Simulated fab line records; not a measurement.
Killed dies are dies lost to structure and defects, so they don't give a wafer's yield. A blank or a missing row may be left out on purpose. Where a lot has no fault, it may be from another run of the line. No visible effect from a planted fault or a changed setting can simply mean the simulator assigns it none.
fab line records | flow n5Finfet
record: lots: 7 | wafers: 21
route steps=1938 shown BEOL_M0_SAQP@638 BEOL_M0@715 BEOL_M1@777 BEOL_M2@843
startH: start of the lot's first displayed wafer, in hours after the record's first day | waitH: how many hours have passed since the lot's step before this one | " same as the row above | L1.1+2: several wafers, shown together as one row | - no value, or no start was given | * or withheld: withheld | < > ~ a bound
route shown NAME@n: NAME is a module with steps in the file, n the number in the route of the first one | usual: average and standard deviation across the fault-free wafers | same: alike in all rows | chamber/n: place in a boat | sites: readings site by site | _std_site: their standard deviation | _edge_site: mean of outer sites minus mean of inner sites | radiusMm: how far each site lies from the wafer's centre | mask NAME#n: copy n | behind: the most recent tool/chamber to have shaped the wafer | hold: why the lot went on hold/how many hours it stayed there/how the hold came to an end | device: whichever transistor did not switch (one of n, p or np) | end of line: tests run on the same wafers once the route is complete | a step given without rows: its recipe and nothing more | killed: not the wafer's yield, but the dies lost to structure and defects at the first sort | map: the dies of a wafer, with x for killed, . for not killed, _ for no die there
set.NAME: the run value of the setting; set.NAME@STEP: its run value at that earlier step | model.NAME: the simulator's own value behind a step, which no gauge read
one table per step and one row per wafer, for lots whose settings were changed on purpose
== steps ==
step: N5_BEOL_M0_SAQP_PECVD_04
recipe: material: a-Si | targetThkA: 600 | tempC: 350 | precursor: SiH4/He | pressureTorr: 3 | rfW: 100 | timeS: 60.2
lot.wafer | tool     | chamber | startH | waitH | set.timeS | model.a-Si_of_BEOL_M0_SAQP_PECVD_04.thkNm
L079.1    | pecvd-01 | 0       | 153.11 | 0.0   | 60.2      | 58.6
L079.2    | "        | 1       | "      | "     | 60.2      | 59.8
L079.3    | "        | 2       | "      | "     | 60.2      | 59.4
L083.1    | pecvd-01 | 2       | 170.70 | 0.0   | 60.2      | 60
L083.3    | "        | 1       | "      | "     | 60.2      | 59.4
L083.6    | "        | 0       | "      | "     | 57.31     | 57.8
L085.1    | pecvd-03 | 2       | 186.07 | 0.0   | 53.2      | 53
L085.5    | "        | 2       | "      | "     | 60.2      | 59.8
L085.6    | "        | 1       | "      | "     | 60.2      | 58.4
L086.2    | pecvd-04 | 2       | 194.06 | 0.0   | 67.01     | 66.6
L086.4    | "        | 2       | "      | "     | 60.2      | 60
L086.6    | "        | 1       | "      | "     | 60.2      | 59.8
L089.1    | pecvd-03 | 1       | 210.35 | 0.0   | 60.2      | 59.6
L089.3    | "        | 0       | "      | "     | 60.2      | 60.4
L089.5    | "        | 0       | "      | "     | 60.2      | 60.2
L093.1    | pecvd-03 | 1       | 234.05 | 0.0   | 54.09     | 53.6
L093.4    | "        | 0       | "      | "     | 60.2      | 61.6
L093.6    | "        | 2       | "      | "     | 60.2      | 60.6
L096.1    | pecvd-03 | 0       | 249.28 | 0.0   | 60.2      | 60
L096.3    | "        | 1       | "      | "     | 54.18     | 54
L096.5    | "        | 2       | "      | "     | 54.18     | 55.2
step: N5_BEOL_M0_SAQP_THK_MEAS_05
usual: thkNm: 59.8/0.7
lot.wafer | tool         | chamber | startH | waitH | set.timeS@BEOL_M0_SAQP_PECVD_04 | thkNm
L079.1    | filmMetro-01 | -       | 153.21 | 0.1   | 60.2                            | 58.5
L079.2    | "            | -       | "      | "     | 60.2                            | 59.7
L079.3    | "            | -       | "      | "     | 60.2                            | 59.4
L083.1    | filmMetro-02 | -       | 170.79 | 0.1   | 60.2                            | 60.1
L083.3    | "            | -       | "      | "     | 60.2                            | 59.4
L083.6    | "            | -       | "      | "     | 57.31                           | 57.9
L085.1    | filmMetro-02 | -       | 186.17 | 0.1   | 53.2                            | 52.9
L085.5    | "            | -       | "      | "     | 60.2                            | 59.9
L085.6    | "            | -       | "      | "     | 60.2                            | 58.4
L086.2    | filmMetro-02 | -       | 194.16 | 0.1   | 67.01                           | 66.5
L086.4    | "            | -       | "      | "     | 60.2                            | 60.0
L086.6    | "            | -       | "      | "     | 60.2                            | 59.7
L089.1    | filmMetro-01 | -       | 210.48 | 0.1   | 60.2                            | 59.6
L089.3    | "            | -       | "      | "     | 60.2                            | 60.4
L089.5    | "            | -       | "      | "     | 60.2                            | 60.2
L093.1    | filmMetro-01 | -       | 234.15 | 0.1   | 54.09                           | 53.7
L093.4    | "            | -       | "      | "     | 60.2                            | 61.6
L093.6    | "            | -       | "      | "     | 60.2                            | 60.7
L096.1    | filmMetro-02 | -       | 249.37 | 0.1   | 60.2                            | 60.0
L096.3    | "            | -       | "      | "     | 54.18                           | 53.9
L096.5    | "            | -       | "      | "     | 54.18                           | 55.2
step: N5_BEOL_M0_SAQP_HM_DEP_111
recipe: material: SiO2 | targetThkA: 120 | tempC: 400 | precursor: SiH4/N2O | pressureTorr: 0.75 | rfW: 275 | timeS: 7.2
step: N5_BEOL_M0_SAQP_COAT_81
recipe: resist: SOC | tempC: 250 | timeS: 60 | spinRpm: 1500 | resistThkNm: 100
step: N5_BEOL_M0_SAQP_HM_OPEN_112
recipe: chemistry: CHF3/O2 | target: SiO2 | stopOn: a-Si | targetDepthA: 120 | overEtchFrac: 1.25 | maskMaterial: SOC | timeS: 13.5 | pressureMtorr: 30 | sourceW: 650 | biasW: 170 | Ar_flow_sccm: 200 | CHF3_flow_sccm: 50 | O2_flow_sccm: 5 | ionEnergyEv: 200 | ends: endPoint
step: N5_BEOL_M0_SAQP_STRIP_113
recipe: chemistry: CHF3/O2 | resist: SiARC | rfFrequencyHz: 6e+07
step: N5_BEOL_M0_SAQP_MANDREL_ETCH_20
recipe: targetDepthA: 600 | chemistry: HBr/Cl2 | target: a-Si | stopOn: SiNx | btTimeS: 10 | maskMaterial: SOC | overEtchFrac: 0.5 | timeS: 30 | pressureMtorr: 10 | icpW: 800 | biasW: 75 | HBr_flow_sccm: 150 | Cl2_flow_sccm: 80 | ends: endPoint
lot.wafer | tool     | chamber | startH | waitH | set.timeS@BEOL_M0_SAQP_PECVD_04 | model.etch.depthNm
L079.1    | rieSi-04 | 2       | 154.07 | 0.0   | 60.2                            | 58.52
L079.2    | "        | 3       | "      | "     | 60.2                            | 59.73
L079.3    | "        | 1       | "      | "     | 60.2                            | 59.41
L083.1    | rieSi-05 | 0       | 171.51 | 0.0   | 60.2                            | 60
L083.3    | "        | 1       | "      | "     | 60.2                            | 59.49
L083.6    | "        | 1       | "      | "     | 57.31                           | 57.81
L085.1    | rieSi-04 | 1       | 187.05 | 0.0   | 53.2                            | 52.92
L085.5    | "        | 2       | "      | "     | 60.2                            | 59.89
L085.6    | "        | 3       | "      | "     | 60.2                            | 58.42
L086.2    | rieSi-06 | 2       | 195.00 | 0.0   | 67.01                           | 66.5
L086.4    | "        | 1       | "      | "     | 60.2                            | 60.04
L086.6    | "        | 3       | "      | "     | 60.2                            | 59.66
L089.1    | rieSi-06 | 1       | 211.35 | 0.0   | 60.2                            | 59.6
L089.3    | "        | 0       | "      | "     | 60.2                            | 60.38
L089.5    | "        | 2       | "      | "     | 60.2                            | 60.17
L093.1    | rieSi-04 | 3       | 235.27 | 0.0   | 54.09                           | 53.68
L093.4    | "        | 2       | "      | "     | 60.2                            | 61.51
L093.6    | "        | 0       | "      | "     | 60.2                            | 60.68
L096.1    | rieSi-05 | 0       | 250.22 | 0.0   | 60.2                            | 59.94
L096.3    | "        | 3       | "      | "     | 54.18                           | 53.94
L096.5    | "        | 0       | "      | "     | 54.18                           | 55.22
step: N5_BEOL_M0_SAQP_STRIP_86
recipe: chemistry: N2/H2 | powerW: 500 | tempC: 40 | pressureMtorr: 50 | rfFrequencyHz: 6e+07 | overashFraction: 0.3 | biasPowerW: 28 | h2Frac: 0.5 | n2FlowSccm: 300 | h2FlowSccm: 300
step: N5_BEOL_M0_SAQP_STRIP_115
recipe: chemistry: postEtchResidueRemover | timeS: 60 | tempC: 25 | removerPh: withheld | removerWaterWtPct: withheld | removerFluorideWtPct: withheld
step: N5_BEOL_M0_SAQP_SRD_93
recipe: dry: ipaMarangoni | timeS: 30 | tempC: 23 | rinseLiquid: diw
step: N5_BEOL_M0_SAQP_RECESS_114
recipe: chemistry: HF/NH3 | target: SiO2 | targetDepthA: 144 | afsCycles: 3 | tempC: 30 | sublimationTempC: 180 | sublimationTimeS: 60
step: N5_BEOL_M0_SAQP_SPACER1_ALD_98
recipe: material: SiO2 | targetThkA: 128 | tempC: 300 | aldPrecursorFamily: BDEAS | aldCoReactant: O2-plasma | pulseTimeS: 1 | purgeTimeS: 2 | coReactantPurgeTimeS: 2 | aldCycles: 138 | pressureTorr: 2
lot.wafer | tool      | chamber | startH | waitH | set.timeS@BEOL_M0_SAQP_PECVD_04 | model.a-Si_of_BEOL_M0_SAQP_PECVD_04.thkNm
L079.1    | aldSin-02 | 1       | 155.29 | 0.9   | 60.2                            | 58.4
L079.2    | "         | 2       | "      | "     | 60.2                            | 59.6
L079.3    | "         | 0       | "      | "     | 60.2                            | 59.2
L083.1    | aldSin-02 | 3       | 172.17 | 0.3   | 60.2                            | 59.8
L083.3    | "         | 0       | "      | "     | 60.2                            | 59.4
L083.6    | "         | 0       | "      | "     | 57.31                           | 57.6
L085.1    | aldSin-01 | 1       | 187.99 | 0.5   | 53.2                            | 52.8
L085.5    | "         | 3       | "      | "     | 60.2                            | 59.8
L085.6    | "         | 2       | "      | "     | 60.2                            | 58.2
L086.2    | aldSin-01 | 1       | 195.92 | 0.3   | 67.01                           | 66.4
L086.4    | "         | 3       | "      | "     | 60.2                            | 59.8
L086.6    | "         | 2       | "      | "     | 60.2                            | 59.4
L089.1    | aldSin-02 | 0       | 211.97 | 0.3   | 60.2                            | 59.4
L089.3    | "         | 3       | "      | "     | 60.2                            | 60.2
L089.5    | "         | 0       | "      | "     | 60.2                            | 60
L093.1    | aldSin-02 | 0       | 235.89 | 0.3   | 54.09                           | 53.6
L093.4    | "         | 3       | "      | "     | 60.2                            | 61.4
L093.6    | "         | 3       | "      | "     | 60.2                            | 60.4
L096.1    | aldSin-02 | 2       | 250.92 | 0.3   | 60.2                            | 59.8
L096.3    | "         | 3       | "      | "     | 54.18                           | 53.8
L096.5    | "         | 2       | "      | "     | 54.18                           | 55
step: N5_BEOL_M0_SAQP_SPACER1_ETCHBACK_99
recipe: chemistry: CHF3/O2 | mode: anisotropicEtchback | target: SiO2 | targetDepthA: 154 | timeS: 7.7 | pressureMtorr: 30 | sourceW: 650 | biasW: 170 | Ar_flow_sccm: 200 | CHF3_flow_sccm: 50 | O2_flow_sccm: 5 | ionEnergyEv: 200
step: N5_BEOL_M0_SAQP_MANDREL1_REMOVE_100
recipe: chemistry: HBr/Cl2/O2 | btTimeS: 10 | target: a-Si | stopOn: SiNx | endpoint: OES-SiCl | overEtchFrac: 0.85 | icpW: 600 | biasW: 30 | HBr_flow_sccm: 150 | Cl2_flow_sccm: 80 | O2_flow_sccm: 5 | pressureMtorr: 10
step: N5_BEOL_M0_SAQP_ETCH_101
recipe: chemistry: CH3F/O2 | target: SiNx | maskMaterial: SiO2 | targetDepthA: 299 | timeS: 42.7 | pressureMtorr: 30 | sourceW: 395 | biasW: 73 | Ar_flow_sccm: 150 | CH3F_flow_sccm: 30 | O2_flow_sccm: 20 | ionEnergyEv: 120
step: N5_BEOL_M0_SAQP_ETCH_102
recipe: chemistry: CF4 | target: SiO2 | targetDepthA: 40 | ionEnergyEv: 350 | timeS: 4.4 | pressureMtorr: 10 | icpW: 800 | biasW: 400 | cf4FlowSccm: 80
step: N5_BEOL_M0_SAQP_MANDREL_ETCH_103
recipe: chemistry: HBr/Cl2 | target: a-Si | targetDepthA: 450 | btTimeS: 10 | stopOn: SiCN | maskMaterial: SiO2 | overEtchFrac: 0.8 | timeS: 27 | pressureMtorr: 10 | icpW: 800 | biasW: 75 | HBr_flow_sccm: 150 | Cl2_flow_sccm: 80 | ends: endPoint
lot.wafer | tool     | chamber | startH | waitH | set.timeS@BEOL_M0_SAQP_PECVD_03 | model.SiCN_of_BEOL_M0_SAQP_PECVD_03.thkNm
L079.1    | rieSi-06 | 2       | 156.41 | 0.0   | 21.1                            | 8.8
L079.2    | "        | 3       | "      | "     | 20.06                           | 8.2
L079.3    | "        | 0       | "      | "     | 21.1                            | 8.6
L083.1+3  | rieSi-06 | 1,2     | 173.04 | 0.0   | 21.1                            | 8.6
L083.6    | "        | 0       | "      | "     | 21.1                            | 8.8
L085.1    | rieSi-06 | 2       | 189.11 | 0.0   | 21.1                            | 8.6
L085.5    | "        | 0       | "      | "     | 21.1                            | 9
L085.6    | "        | 1       | "      | "     | 23.9                            | 10.4
L086.2    | rieSi-06 | 1       | 196.84 | 0.0   | 21.1                            | 8.4
L086.4    | "        | 2       | "      | "     | 21.1                            | 8.6
L086.6    | "        | 0       | "      | "     | 21.1                            | 8.8
L089.1+5  | rieSi-04 | 1       | 212.82 | 0.0   | 21.1                            | 8.6
L089.3    | "        | 0       | "      | "     | 21.1                            | 9
L093.1    | rieSi-04 | 1       | 236.74 | 0.0   | 21.1                            | 8.8
L093.4    | "        | 0       | "      | "     | 21.1                            | 9
L093.6    | "        | 1       | "      | "     | 20.24                           | 8.4
L096.1+3  | rieSi-05 | 1,2     | 251.91 | 0.0   | 21.1                            | 8.6
L096.5    | "        | 3       | "      | "     | 19.83                           | 8.2
step: N5_BEOL_M0_SAQP_RECESS_104
recipe: chemistry: HF/NH3 | target: SiO2 | targetDepthA: 180 | afsCycles: 3 | tempC: 30 | sublimationTempC: 180 | sublimationTimeS: 60
lot.wafer | tool         | chamber | startH | waitH | set.timeS@BEOL_M0_SAQP_PECVD_03 | model.SiCN_of_BEOL_M0_SAQP_PECVD_03.thkNm
L079.1    | vaporEtch-01 | 0       | 156.49 | 0.1   | 21.1                            | 8.6
L079.2    | "            | 1       | "      | "     | 20.06                           | 7.8
L079.3    | "            | 0       | "      | "     | 21.1                            | 8.4
L083.1    | vaporEtch-02 | 0       | 173.12 | 0.1   | 21.1                            | 8.4
L083.3    | "            | 1       | "      | "     | 21.1                            | 8.2
L083.6    | "            | 0       | "      | "     | 21.1                            | 8.6
L085.1    | vaporEtch-01 | 0       | 189.19 | 0.1   | 21.1                            | 8.4
L085.5    | "            | 1       | "      | "     | 21.1                            | 8.6
L085.6    | "            | 0       | "      | "     | 23.9                            | 10
L086.2    | vaporEtch-02 | 0       | 196.92 | 0.1   | 21.1                            | 8.2
L086.4+6  | "            | 0       | "      | "     | 21.1                            | 8.4
L089.1    | vaporEtch-02 | 1       | 212.91 | 0.1   | 21.1                            | 8.2
L089.3    | "            | 1       | "      | "     | 21.1                            | 8.8
L089.5    | "            | 1       | "      | "     | 21.1                            | 8.4
L093.1+4  | vaporEtch-01 | 1,0     | 236.82 | 0.1   | 21.1                            | 8.6
L093.6    | "            | 1       | "      | "     | 20.24                           | 8
L096.1+3  | vaporEtch-01 | 1,0     | 252.30 | 0.4   | 21.1                            | 8.4
L096.5    | "            | 0       | "      | "     | 19.83                           | 7.8
step: N5_BEOL_M0_ETCH_138
recipe: chemistry: CH3F/O2 | targetDepthA: 120 | target: SiCN | timeS: 31.6 | ionEnergyEv: 120 | pressureMtorr: 30 | sourceW: 395 | biasW: 75 | Ar_flow_sccm: 150 | CH3F_flow_sccm: 30 | O2_flow_sccm: 20 | ends: cleared
usual: rfVppV: 297.7/1.2
lot.wafer | tool       | chamber | startH | waitH | set.sourceW | rfVppV
L079.1    | rieDiel-05 | 2       | 160.85 | 0.0   | 395         | 295.8
L079.2    | "          | 1       | "      | "     | 395         | 294.6
L079.3    | "          | 3       | "      | "     | 440.6       | 289.4
L083.1    | rieDiel-04 | 0       | 176.65 | 0.0   | 446.7       | 285.6
L083.3    | "          | 3       | "      | "     | 395         | 295.9
L083.6    | "          | 2       | "      | "     | 446.7       | 284.8
L085.1    | rieDiel-04 | 1       | 193.96 | 0.0   | 441.3       | 288.4
L085.5    | "          | 2       | "      | "     | 441.3       | 287.0
L085.6    | "          | 1       | "      | "     | 441.3       | 288.7
L086.2    | rieDiel-04 | 2       | 201.70 | 0.0   | 369.4       | 304.1
L086.4    | "          | 3       | "      | "     | 369.4       | 305.0
L086.6    | "          | 3       | "      | "     | 395         | 298.5
L089.1    | rieDiel-04 | 0       | 217.94 | 0.0   | 395         | 296.7
L089.3    | "          | 3       | "      | "     | 395         | 298.5
L089.5    | "          | 0       | "      | "     | 395         | 296.8
L093.1    | rieDiel-04 | 2       | 241.87 | 0.0   | 395         | 298.3
L093.4    | "          | 1       | "      | "     | 432.7       | 288.7
L093.6    | "          | 3       | "      | "     | 395         | 299.4
L096.1    | rieDiel-05 | 2       | 256.38 | 0.0   | 395         | 297.9
L096.3    | "          | 0       | "      | "     | 395         | 297.9
L096.5    | "          | 3       | "      | "     | 395         | 297.5
step: N5_BEOL_M0_ETCH_128
recipe: chemistry: CF4/N2 | targetDepthA: 120 | overetchA: 51 | target: SiCN | timeS: 21.4 | ionEnergyEv: 150 | pressureMtorr: 40 | sourceW: 430 | biasW: 70 | Ar_flow_sccm: 100 | cf4FlowSccm: 60 | n2FlowSccm: 60
usual: rfVppV: 382.7/1.4
lot.wafer | tool       | chamber | startH | waitH | set.sourceW | rfVppV
L079.1    | rieDiel-04 | 2       | 162.17 | 0.1   | 430         | 383.1
L079.2    | "          | 3       | "      | "     | 392.8       | 395.4
L079.3    | "          | 0       | "      | "     | 392.8       | 392.4
L083.1    | rieDiel-05 | 1       | 178.77 | 0.5   | 430         | 380.6
L083.3    | "          | 2       | "      | "     | 430         | 380.2
L083.6    | "          | 1       | "      | "     | 430         | 381.0
L085.1    | rieDiel-05 | 2       | 196.82 | 0.0   | 430         | 382.2
L085.5    | "          | 1       | "      | "     | 430         | 381.7
L085.6    | "          | 0       | "      | "     | 430         | 382.4
L086.2    | rieDiel-02 | 2       | 204.12 | 0.2   | 430         | 382.0
L086.4    | "          | 0       | "      | "     | 430         | 382.9
L086.6    | "          | 1       | "      | "     | 371.2       | 401.8
L089.1    | rieDiel-05 | 3       | 219.60 | 0.0   | 430         | 384.4
L089.3    | "          | 0       | "      | "     | 430         | 382.1
L089.5    | "          | 3       | "      | "     | 430         | 384.2
L093.1    | rieDiel-05 | 3       | 242.77 | 0.5   | 402.4       | 392.7
L093.4    | "          | 1       | "      | "     | 430         | 381.4
L093.6    | "          | 2       | "      | "     | 430         | 381.7
L096.1    | rieDiel-04 | 2       | 258.45 | 0.0   | 430         | 381.1
L096.3    | "          | 3       | "      | "     | 430         | 382.7
L096.5    | "          | 3       | "      | "     | 372.7       | 401.5
step: N5_BEOL_M1_COAT_67
recipe: resist: SOC | tempC: 250 | timeS: 60 | spinRpm: 1500 | resistThkNm: 60
lot.wafer  | tool          | chamber | startH | waitH | set.spinRpm | model.SOC_of_BEOL_M1_COAT_67.thkNm
L079.1+3   | lithoTrack-01 | 0       | 166.90 | 0.0   | 1500        | 59.8
L079.2     | "             | 0       | "      | "     | 1559        | 58.6
L083.1+3+6 | lithoTrack-03 | 0       | 184.48 | 0.0   | 1500        | 60
L085.1     | lithoTrack-01 | 0       | 202.08 | 0.0   | 1631        | 57.2
L085.5     | "             | 0       | "      | "     | 1500        | 59.8
L085.6     | "             | 0       | "      | "     | 1631        | 57.4
L086.2     | lithoTrack-03 | 0       | 211.14 | 0.0   | 1381        | 62.8
L086.4     | "             | 0       | "      | "     | 1381        | 63
L086.6     | "             | 0       | "      | "     | 1500        | 60
L089.1+3   | lithoTrack-01 | 0       | 223.57 | 0.0   | 1500        | 59.8
L089.5     | "             | 0       | "      | "     | 1500        | 60
L093.1     | lithoTrack-01 | 0       | 249.91 | 0.0   | 1500        | 59.8
L093.4+6   | "             | 0       | "      | "     | 1500        | 60
L096.1     | lithoTrack-01 | 0       | 263.03 | 0.0   | 1500        | 60.2
L096.3+5   | "             | 0       | "      | "     | 1422        | 61.8
step: N5_BEOL_M1_DESCUM_33
recipe: chemistry: O2 | timeS: 7 | sourcePowerW: 50 | biasPowerW: 20 | pressureMtorr: 20 | rfFrequencyHz: 2.712e+07 | tempC: 40 | resist: CAR-EUV | o2FlowSccm: 225
lot.wafer  | tool       | chamber | startH | waitH | set.timeS | model.CAR-EUV_of_BEOL_M1_COAT_22.thkNm
L079.1+2   | rieDiel-01 | 1,2     | 167.31 | 0.0   | 7         | 26
L079.3     | "          | 0       | "      | "     | 7         | 26.2
L083.1+3   | rieDiel-06 | 1,2     | 184.88 | 0.0   | 8.27      | 25.6
L083.6     | "          | 1       | "      | "     | 7         | 26.2
L085.1+5   | rieDiel-01 | 1,3     | 202.61 | 0.0   | 7         | 26.2
L085.6     | "          | 0       | "      | "     | 6.13      | 26.6
L086.2+6   | rieDiel-06 | 3       | 211.80 | 0.2   | 7         | 26.2
L086.4     | "          | 0       | "      | "     | 8.407     | 25.4
L089.1+3+5 | rieDiel-01 | 1,3,1   | 224.16 | 0.2   | 7         | 26
L093.1+4+6 | rieDiel-06 | 0,2,2   | 250.39 | 0.1   | 7         | 26
L096.1+3+5 | rieDiel-03 | 3,2,1   | 263.43 | 0.0   | 7         | 26
step: N5_BEOL_M1_ETCH_77
recipe: chemistry: N2/H2 | target: underlayer | targetDepthA: 65 | maskMaterial: CAR-EUV | timeS: 5.2 | ionEnergyEv: 200 | pressureMtorr: 30 | sourceW: 840 | biasW: 150 | n2FlowSccm: 200 | h2FlowSccm: 200 | ends: cleared
lot.wafer  | tool       | chamber | startH | waitH | set.timeS@BEOL_M1_DESCUM_33 | model.CAR-EUV_of_BEOL_M1_COAT_22.thkNm
L079.1+2   | rieDiel-01 | 1,2     | 167.35 | 0.0   | 7                           | 20.2
L079.3     | "          | 0       | "      | "     | 7                           | 20.4
L083.1+3   | rieDiel-06 | 1,2     | 184.92 | 0.0   | 8.27                        | 19.8
L083.6     | "          | 1       | "      | "     | 7                           | 20.4
L085.1+5   | rieDiel-01 | 1,3     | 202.64 | 0.0   | 7                           | 20.4
L085.6     | "          | 0       | "      | "     | 6.13                        | 20.8
L086.2+6   | rieDiel-06 | 3       | 211.83 | 0.0   | 7                           | 20.4
L086.4     | "          | 0       | "      | "     | 8.407                       | 19.8
L089.1     | rieDiel-01 | 1       | 224.19 | 0.0   | 7                           | 20.4
L089.3+5   | "          | 3,1     | "      | "     | 7                           | 20.2
L093.1+4+6 | rieDiel-06 | 0,2,2   | 250.42 | 0.0   | 7                           | 20.4
L096.1+3+5 | rieDiel-03 | 3,2,1   | 263.47 | 0.0   | 7                           | 20.2
step: N5_BEOL_M1_ETCH_69
recipe: chemistry: CF4 | target: SiARC | targetDepthA: 156 | maskMaterial: CAR-EUV | timeS: 26 | ionEnergyEv: 80 | pressureMtorr: 40 | sourceW: 545 | biasW: 36 | Ar_flow_sccm: 100 | cf4FlowSccm: 100 | ends: cleared
step: N5_BEOL_M1_ALD_98
recipe: material: SiO2 | targetThkA: 25 | tempC: 100 | aldPrecursorFamily: BDEAS | aldCoReactant: O2-plasma | pulseTimeS: 1 | coReactantPulseTimeS: 1 | purgeTimeS: 2 | coReactantPurgeTimeS: 2 | aldCycles: 17 | pressureTorr: 2
step: N5_BEOL_M1_ETCHBACK_99
recipe: chemistry: CHF3 | target: SiO2 | targetDepthA: 50 | timeS: 10.4 | sourceW: 215 | biasW: 47 | Ar_flow_sccm: 200 | CHF3_flow_sccm: 12 | ionEnergyEv: 100 | pressureMtorr: 30
lot.wafer  | tool       | chamber | startH | waitH | set.timeS@BEOL_M1_DESCUM_33 | model.CAR-EUV_of_BEOL_M1_COAT_22.thkNm
L079.1+2   | rieDiel-01 | 3,0     | 173.82 | 6.3   | 7                           | 10.2
L079.3     | "          | 2       | "      | "     | 7                           | 10.4
L083.1     | rieDiel-03 | 0       | 197.91 | 11.2  | 8.27                        | 10
L083.3     | "          | 3       | "      | "     | 8.27                        | 9.8
L083.6     | "          | 0       | "      | "     | 7                           | 10.6
L085.1+5   | rieDiel-06 | 3       | 203.35 | 0.5   | 7                           | 10.6
L085.6     | "          | 2       | "      | "     | 6.13                        | 11
L086.2+6   | rieDiel-01 | 0,3     | 213.99 | 2.0   | 7                           | 10.4
L086.4     | "          | 2       | "      | "     | 8.407                       | 9.8
L089.1     | rieDiel-06 | 0       | 224.41 | 0.1   | 7                           | 10.4
L089.3+5   | "          | 3       | "      | "     | 7                           | 10.2
L093.1+4+6 | rieDiel-01 | 3,3,1   | 251.11 | 0.5   | 7                           | 10.4
L096.1+3+5 | rieDiel-01 | 3,1,1   | 274.72 | 11.1  | 7                           | 10.4
step: N5_BEOL_M1_ETCH_70
recipe: chemistry: N2/H2 | target: SOC | targetDepthA: 800 | overetchA: 160 | maskMaterial: SiARC | tempC: 40 | timeS: 120 | ionEnergyEv: 200 | pressureMtorr: 30 | sourceW: 840 | biasW: 150 | n2FlowSccm: 200 | h2FlowSccm: 200
lot.wafer | tool       | chamber | startH | waitH | set.spinRpm@BEOL_M1_COAT_67 | model.etch.depthNm
L079.1    | rieDiel-01 | 3       | 173.85 | 0.0   | 1500                        | 59.72
L079.2    | "          | 0       | "      | "     | 1559                        | 58.66
L079.3    | "          | 2       | "      | "     | 1500                        | 59.81
L083.1    | rieDiel-03 | 0       | 197.95 | 0.0   | 1500                        | 59.99
L083.3    | "          | 3       | "      | "     | 1500                        | 60.03
L083.6    | "          | 0       | "      | "     | 1500                        | 60.01
L085.1    | rieDiel-06 | 3       | 203.39 | 0.0   | 1631                        | 57.3
L085.5    | "          | 3       | "      | "     | 1500                        | 59.88
L085.6    | "          | 2       | "      | "     | 1631                        | 57.48
L086.2    | rieDiel-01 | 0       | 214.03 | 0.0   | 1381                        | 62.72
L086.4    | "          | 2       | "      | "     | 1381                        | 62.9
L086.6    | "          | 3       | "      | "     | 1500                        | 59.98
L089.1    | rieDiel-06 | 0       | 224.45 | 0.0   | 1500                        | 59.9
L089.3    | "          | 3       | "      | "     | 1500                        | 59.88
L089.5    | "          | 3       | "      | "     | 1500                        | 60.02
L093.1    | rieDiel-01 | 3       | 251.14 | 0.0   | 1500                        | 59.88
L093.4    | "          | 3       | "      | "     | 1500                        | 60.02
L093.6    | "          | 1       | "      | "     | 1500                        | 60
L096.1    | rieDiel-01 | 3       | 274.76 | 0.0   | 1500                        | 60.15
L096.3    | "          | 1       | "      | "     | 1422                        | 61.83
L096.5    | "          | 1       | "      | "     | 1422                        | 61.85
step: N5_BEOL_M2_PECVD_72
recipe: material: SiO2 | targetThkA: 160 | tempC: 400 | precursor: TEOS/O2 | pressureTorr: 5.5 | rfW: 450 | teosFlowSccm: 53.8 | gas: O2 | flowSccm: 3000 | timeS: 18
lot.wafer | tool     | chamber | startH | waitH | set.timeS | model.SiO2_of_BEOL_M2_PECVD_72.thkNm
L083.1    | pecvd-01 | 1       | 202.23 | 0.0   | 18        | 15.6
L083.3    | "        | 0       | "      | "     | 18        | 15.8
L083.6    | "        | 0       | "      | "     | 15.33     | 14
L085.1    | pecvd-01 | 0       | 208.24 | 0.0   | 20.5      | 18
L085.5    | "        | 1       | "      | "     | 18        | 15.6
L085.6    | "        | 0       | "      | "     | 18        | 16
L086.2+6  | pecvd-03 | 0,1     | 219.28 | 0.0   | 16.22     | 14.2
L086.4    | "        | 0       | "      | "     | 18        | 15.8
L089.1    | pecvd-03 | 1       | 228.79 | 0.0   | 18        | 15.6
L089.3    | "        | 0       | "      | "     | 18        | 16
L089.5    | "        | 0       | "      | "     | 18        | 16.4
L093.1    | pecvd-03 | 1       | 256.20 | 0.0   | 18        | 15.4
L093.4    | "        | 2       | "      | "     | 15.62     | 14
L093.6    | "        | 0       | "      | "     | 18        | 16
L079.1    | pecvd-03 | 2       | 274.05 | 0.0   | 16.59     | 14.8
L079.2    | "        | 0       | "      | "     | 18        | 15.6
L079.3    | "        | 2       | "      | "     | 18        | 16.4
L096.1    | pecvd-01 | 1       | 279.48 | 0.0   | 17.32     | 15.2
L096.3    | "        | 2       | "      | "     | 18        | 15.8
L096.5    | "        | 0       | "      | "     | 18        | 16.2
== key ==
split: step: N5_BEOL_M0_SAQP_PECVD_04 | setting: timeS | stated: 60.2 | by: wafer
response: step: N5_BEOL_M0_SAQP_PECVD_04 | reading: model.a-Si_of_BEOL_M0_SAQP_PECVD_04.thkNm | change: +0.585 | per: 1% | r: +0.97
response: step: N5_BEOL_M0_SAQP_THK_MEAS_05 | reading: thkNm | change: * | per: 1% | r: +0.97
response: step: N5_BEOL_M0_SAQP_MANDREL_ETCH_20 | reading: model.etch.depthNm | change: +0.584 | per: 1% | r: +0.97
response: step: N5_BEOL_M0_SAQP_SPACER1_ALD_98 | reading: model.a-Si_of_BEOL_M0_SAQP_PECVD_04.thkNm | change: +0.586 | per: 1% | r: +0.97
split: step: N5_BEOL_M0_ETCH_138 | setting: sourceW | stated: 395 | by: wafer
response: step: N5_BEOL_M0_ETCH_138 | reading: rfVppV | change: -0.784 | per: 1% | r: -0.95
split: step: N5_BEOL_M0_ETCH_128 | setting: sourceW | stated: 430 | by: wafer
response: step: N5_BEOL_M0_ETCH_128 | reading: rfVppV | change: -1.43 | per: 1% | r: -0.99
split: step: N5_BEOL_M1_COAT_67 | setting: spinRpm | stated: 1500 | by: wafer
response: step: N5_BEOL_M1_COAT_67 | reading: model.SOC_of_BEOL_M1_COAT_67.thkNm | change: -0.319 | per: 1% | r: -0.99
response: step: N5_BEOL_M1_ETCH_70 | reading: model.etch.depthNm | change: -0.316 | per: 1% | r: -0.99
split: step: N5_BEOL_M1_DESCUM_33 | setting: timeS | stated: 7 | by: wafer
response: step: N5_BEOL_M1_DESCUM_33 | reading: model.CAR-EUV_of_BEOL_M1_COAT_22.thkNm | change: -0.036 | per: 1% | r: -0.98
response: step: N5_BEOL_M1_ETCH_77 | reading: model.CAR-EUV_of_BEOL_M1_COAT_22.thkNm | change: -0.0315 | per: 1% | r: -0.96
response: step: N5_BEOL_M1_ETCHBACK_99 | reading: model.CAR-EUV_of_BEOL_M1_COAT_22.thkNm | change: -0.0335 | per: 1% | r: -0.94
split: step: N5_BEOL_M2_PECVD_72 | setting: timeS | stated: 18 | by: wafer
response: step: N5_BEOL_M2_PECVD_72 | reading: model.SiO2_of_BEOL_M2_PECVD_72.thkNm | change: +0.14 | per: 1% | r: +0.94
split outsideThisFile step=N5_BEOL_M0_SAQP_PECVD_03 setting=timeS
split outsideThisFile: this setting was split too, and the file shows its column; the key of that split is in another file
